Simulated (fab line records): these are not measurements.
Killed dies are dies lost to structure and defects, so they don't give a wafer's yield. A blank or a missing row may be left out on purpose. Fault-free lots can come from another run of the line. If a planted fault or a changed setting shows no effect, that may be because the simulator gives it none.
Matching of chambers ; flow nand_harc ; NHARC_P_GATE_ETCH_32 on rie_si-06 has 4 sister chambers
The step etches the open film in HBr/Cl2, target depth 150 nm, time 100.1 s. 14 wafers are shown with their chamber, then 7 later ones without.

## WAFERS, EACH WITH ITS CHAMBER
wafer;chamber;drypump_motor_current_A (A);oes_product_au (a.u.);throttle_valve_pct (%)
L740.2;2;5.5;0.992;26.404
L740.4;3;6.4;1.011;26.398
L740.6;1;4.6;1.005;26.398
L741.3;3;6.3;1.000;26.409
L741.4;2;5.5;0.999;26.398
L741.5;2;5.6;0.993;26.407
L743.1;0;5.7;0.990;26.395
L743.5;0;5.7;0.988;26.400
L743.6;1;4.6;1.011;26.411
L744.1;2;5.5;0.999;26.417
L744.3;1;4.6;1.007;26.414
L744.5;3;6.4;0.990;26.406
L748.1;0;5.7;0.989;26.417
L748.2;1;4.6;0.989;26.417

SIGNATURES (averages over the wafers above)
reading;chamber 0;chamber 1;chamber 2;chamber 3;scatter within a chamber
drypump_motor_current_A;5.700;4.600;5.525;6.367;0.0376
oes_product_au;0.98900;1.00300;0.99575;1.00033;0.00739
throttle_valve_pct;26.40400;26.41000;26.40650;26.40433;0.00854
Rule: a wafer lies at a distance from a chamber equal to the root of the sum of squares, over the readings, of (its reading less the chamber's mean, divided by the reading's scatter). If the next closest chamber is less than 2 further off than the closest, the wafer can't be placed; otherwise it belongs to the closest. The scatter: take each reading less its chamber's mean, square it, sum over the shown wafers, divide by the number of wafers less the number of chambers, and take the root.

## WAFERS WITHOUT THEIR CHAMBER
wafer;drypump_motor_current_A (A);oes_product_au (a.u.);throttle_valve_pct (%)
L748.4;5.5;0.997;26.414
L753.1;5.5;0.986;26.397
L753.4;5.5;0.991;26.421
L753.5;5.7;0.999;26.406
L757.1;4.6;1.000;26.405
L757.3;6.4;1.000;26.404
L757.4;5.7;0.993;26.403

## CHAMBER TAKEN BY EACH
wafer;from the rows above;in truth
L748.4;2;2
L753.1;2;2
L753.4;2;2
L753.5;0;0
L757.1;1;1
L757.3;3;3
L757.4;0;0
Correct placement for 7 of the 7. From these rows, 0 cannot be placed. 0 placed wrongly.
